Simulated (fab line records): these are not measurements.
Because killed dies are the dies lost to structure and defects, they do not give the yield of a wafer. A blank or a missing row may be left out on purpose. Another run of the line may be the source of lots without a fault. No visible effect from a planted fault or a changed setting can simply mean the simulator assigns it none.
Lot-split experiment :: flow n5_finfet :: 7 lots, 21 wafers read, on a route of 1938 steps

THE SPLIT ITSELF
At N5_BEOL_M2_ETCH_64 (etches SOC in N2/H2, target depth 75 nm, overetch 22.5 nm, time 121.9 s), the setting bias_w was moved away from the recipe's 150 W on 7 of the 21 wafers read, by -13.5% to +8.4%. For the rest of the wafers, this setting stayed at what the recipe calls for.

The split's own step is where the reading is taken.

THE READING
rf_vpp_V, in V, at N5_BEOL_M2_ETCH_64 (etches SOC in N2/H2, target depth 75 nm, overetch 22.5 nm, time 121.9 s). On this fab line, fault-free wafers typically give 525 V with a standard deviation of 3.6 V.

wafer: L074.2
tool, chamber at the split: rie_diel-04, 3
bias_w as run, W: 150
against the recipe: recipe
rf_vpp_V, V: 523
against lot-mates on the recipe: -

wafer: L074.4
tool, chamber at the split: rie_diel-04, 2
bias_w as run, W: 150
against the recipe: recipe
rf_vpp_V, V: 522
against lot-mates on the recipe: -

wafer: L074.6
tool, chamber at the split: rie_diel-04, 0
bias_w as run, W: 150
against the recipe: recipe
rf_vpp_V, V: 528
against lot-mates on the recipe: -

wafer: L075.1
tool, chamber at the split: rie_diel-04, 3
bias_w as run, W: 161.1
against the recipe: +7.4%
rf_vpp_V, V: 549
against lot-mates on the recipe: +29

wafer: L075.3
tool, chamber at the split: rie_diel-04, 1
bias_w as run, W: 150
against the recipe: recipe
rf_vpp_V, V: 520
against lot-mates on the recipe: -

wafer: L075.4
tool, chamber at the split: rie_diel-04, 0
bias_w as run, W: 161.1
against the recipe: +7.4%
rf_vpp_V, V: 553
against lot-mates on the recipe: +33

wafer: L076.1
tool, chamber at the split: rie_diel-05, 1
bias_w as run, W: 150
against the recipe: recipe
rf_vpp_V, V: 518
against lot-mates on the recipe: -

wafer: L076.2
tool, chamber at the split: rie_diel-05, 0
bias_w as run, W: 150
against the recipe: recipe
rf_vpp_V, V: 527
against lot-mates on the recipe: -

wafer: L076.3
tool, chamber at the split: rie_diel-05, 3
bias_w as run, W: 150
against the recipe: recipe
rf_vpp_V, V: 526
against lot-mates on the recipe: -

wafer: L078.1
tool, chamber at the split: rie_diel-02, 0
bias_w as run, W: 132.7
against the recipe: -11.5%
rf_vpp_V, V: 488
against lot-mates on the recipe: -37

wafer: L078.5
tool, chamber at the split: rie_diel-02, 1
bias_w as run, W: 150
against the recipe: recipe
rf_vpp_V, V: 527
against lot-mates on the recipe: -

wafer: L078.6
tool, chamber at the split: rie_diel-02, 2
bias_w as run, W: 150
against the recipe: recipe
rf_vpp_V, V: 523
against lot-mates on the recipe: -

wafer: L083.3
tool, chamber at the split: rie_diel-04, 0
bias_w as run, W: 150
against the recipe: recipe
rf_vpp_V, V: 528
against lot-mates on the recipe: -

wafer: L083.5
tool, chamber at the split: rie_diel-04, 2
bias_w as run, W: 150
against the recipe: recipe
rf_vpp_V, V: 521
against lot-mates on the recipe: -

wafer: L083.6
tool, chamber at the split: rie_diel-04, 3
bias_w as run, W: 150
against the recipe: recipe
rf_vpp_V, V: 524
against lot-mates on the recipe: -

wafer: L088.2
tool, chamber at the split: rie_diel-05, 3
bias_w as run, W: 162.6
against the recipe: +8.4%
rf_vpp_V, V: 554
against lot-mates on the recipe: +28

wafer: L088.3
tool, chamber at the split: rie_diel-05, 0
bias_w as run, W: 150
against the recipe: recipe
rf_vpp_V, V: 526
against lot-mates on the recipe: -

wafer: L088.4
tool, chamber at the split: rie_diel-05, 2
bias_w as run, W: 162.6
against the recipe: +8.4%
rf_vpp_V, V: 556
against lot-mates on the recipe: +30

wafer: L090.1
tool, chamber at the split: rie_diel-02, 3
bias_w as run, W: 150
against the recipe: recipe
rf_vpp_V, V: 525
against lot-mates on the recipe: -

wafer: L090.3
tool, chamber at the split: rie_diel-02, 1
bias_w as run, W: 129.8
against the recipe: -13.5%
rf_vpp_V, V: 480
against lot-mates on the recipe: -45

wafer: L090.4
tool, chamber at the split: rie_diel-02, 2
bias_w as run, W: 129.8
against the recipe: -13.5%
rf_vpp_V, V: 477
against lot-mates on the recipe: -48

FIT RESULTS
A straight line over all 21 wafers: rf_vpp_V changes by +3.44 V for each +1% of bias_w; r = +0.99; the points scatter about the line by 2.9 V.
The same after taking each lot's own level away (the mean of its wafers on the recipe; 21 wafers): +3.52 V for each +1%; r = +0.99; scatter 3 V.
The reading moves by 47 V for the largest change in bias_w, on that fit.
Across the lots, their own levels run from 520.0 to 526.0 V, a range of 1.7 times the standard deviation given above.
Consequently the slope shifts little with the lot-to-lot level, the two slopes agreeing.
Check: with one of the wafers moved furthest among these (-13.5%) left out of the fit, the line predicts -47.5 V for it against its lot-mates. It came out at -45 V against them.
Tool readings at the split's step, against how far the setting was moved: rf_vpp_V r = +0.99.

OTHER SPLITS ON THESE WAFERS
Before the reading, these wafers also passed through other splits. Each is held against what the fit with the lots' levels taken away leaves over:
other split on the same wafers: N5_HKMG_FIN_EXPOSE_09 dose_mj
wafers away from the commonest value: 7
r with rf_vpp_V (lot level and that fit taken away): +0.01

other split on the same wafers: N5_GATE_CUT_COAT_07 spin_rpm
wafers away from the commonest value: 4
r with rf_vpp_V (lot level and that fit taken away): -0.32

other split on the same wafers: N5_MOL_CONTACT_COAG_VIA_ETCH_46 bias_w
wafers away from the commonest value: 8
r with rf_vpp_V (lot level and that fit taken away): +0.34

other split on the same wafers: N5_BEOL_M1_EXPOSE_08 dose_mj
wafers away from the commonest value: 8
r with rf_vpp_V (lot level and that fit taken away): -0.01

other split on the same wafers: N5_BEOL_M1_ETCH_64 time_s
wafers away from the commonest value: 8
r with rf_vpp_V (lot level and that fit taken away): +0.22

THE WHOLE CHAIN: every reading that the file lists as answering this split, in the file's order
step: N5_BEOL_M2_ETCH_64
what it does: etches SOC in N2/H2, target depth 75 nm, overetch 22.5 nm, time 121.9 s
reading: rf_vpp_V
change (the file's fit): +3.46 V for each +1% of the setting
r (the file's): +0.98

step: N5_BEOL_M2_ETCH_64
what it does: etches SOC in N2/H2, target depth 75 nm, overetch 22.5 nm, time 121.9 s
reading: SiARC_of_BEOL_M2_COAT_62.thk_nm (the simulator's own value, which no gauge read)
change (the file's fit): -0.0665 nm for each +1% of the setting
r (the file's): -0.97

FILE'S OWN FIT
rf_vpp_V changes by +3.46 V for each +1% of bias_w, r = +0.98.
